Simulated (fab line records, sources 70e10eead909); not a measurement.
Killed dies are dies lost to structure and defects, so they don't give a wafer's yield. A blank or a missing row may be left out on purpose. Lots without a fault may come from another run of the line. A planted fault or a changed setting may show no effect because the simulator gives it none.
A struck lot beside a sound one | flow nand_harc | 14 steps out of a route of 1159
Sound: wafers L798.4, L798.5, L798.6. Struck: wafer L788.1. (L788.6 of the same lot was not struck and is left out.) The cause comes at the end.
At each step with rows: each side's tool, then ch and its chambers, then its first start. Under that, the readings that differ: sound wafers | struck wafers | difference of the means | sigmas: that difference in standard deviations of wafers without a fault.
alike: readings whose means differ by less than 2 such deviations, and words and numbers that are the same on both sides. not compared: withheld readings, readings that some wafer has no value for, bounds like >300 that may hide the same value, and numbers for which the record gives no deviation and whose values overlap.
The two part at a step that has a row with sigmas, a row that says differs or no value, or rows on one side only. Numbers that don't overlap but have no deviation are shown without sigmas and don't part them. A reading that every wafer of one side lacks parts them only if that side has two wafers or more.

NHARC_A_SOURCE_PLATE_THK_MEAS_06: measures by ellipsometry.
  sound on film_metro-01, day 12 19:29; struck on film_metro-01, day 10 14:25
  alike: thk_nm
NHARC_A_SOURCE_PLATE_INSPECT_08:
  sound on defect_inspect-02, day 12 19:35; struck on defect_inspect-01, day 10 14:29
  alike: raw_defect_count
then, 1 step without rows for these wafers: NHARC_A_ONON_D1_DEP_00 (target thk 1000 nm).
NHARC_A_ONON_D1_THK_MEAS_02: measures by ellipsometry.
  sound on film_metro-01, day 12 20:10; struck on film_metro-01, day 10 15:04
  alike: thk_nm
then, 1 step without rows for these wafers: NHARC_A_ONON_D1_DEP_03 (target thk 1000 nm).
NHARC_A_ONON_D1_THK_MEAS_05: measures by ellipsometry.
  sound on film_metro-02, day 12 20:44; struck on film_metro-01, day 10 15:38
  reading     | sound       | struck | difference | sigmas
  thk_nm (nm) | 978 976 975 | 1008   | +32        | +2
then, 1 step without rows for these wafers: NHARC_A_ONON_D1_DEP_06 (target thk 1000 nm).
NHARC_A_ONON_D1_THK_MEAS_08: measures by ellipsometry.
  sound on film_metro-02, day 12 21:18; struck on film_metro-01, day 10 16:12
  alike: thk_nm
then, 1 step without rows for these wafers: NHARC_A_ONON_D1_DEP_09 (target thk 1000 nm).
NHARC_A_ONON_D1_THK_MEAS_11: measures by ellipsometry.
  sound on film_metro-02, day 12 21:52; struck on film_metro-02, day 10 16:46
  reading     | sound       | struck | difference | sigmas
  thk_nm (nm) | 988 987 988 | 1008   | +20        | +2
NHARC_A_ONON_D1_DEP_12: target thk 1000 nm.
  sound on pecvd_onon-02 ch 0, day 12 22:05; struck on pecvd_onon-04 ch 0, day 10 16:50
NHARC_A_ONON_D1_THK_MEAS_14: measures by ellipsometry.
  sound on film_metro-02, day 12 22:26; struck on film_metro-02, day 10 17:20
  reading     | sound          | struck | difference | sigmas
  thk_nm (nm) | 1007 1007 1007 | 831    | -176       | -18
then, 1 step without rows for these wafers: NHARC_A_ONON_D1_ANNEAL_15 (time 3600 s).
-- the record jumps here: 12 days lie between the struck wafers' starts before and after (it left off in module A_ONON_D1 and takes up again in module END, whose first step shown is number 1159 of the route) --
NHARC_END_SORT_01:
  the record has rows for the struck wafers here (prober-02 ch 0, day 22 21:31) and none for the sound ones

WHERE THEY PART
First at NHARC_A_ONON_D1_THK_MEAS_05; last, within this record, at NHARC_END_SORT_01.

WHY: what the simulator had put in
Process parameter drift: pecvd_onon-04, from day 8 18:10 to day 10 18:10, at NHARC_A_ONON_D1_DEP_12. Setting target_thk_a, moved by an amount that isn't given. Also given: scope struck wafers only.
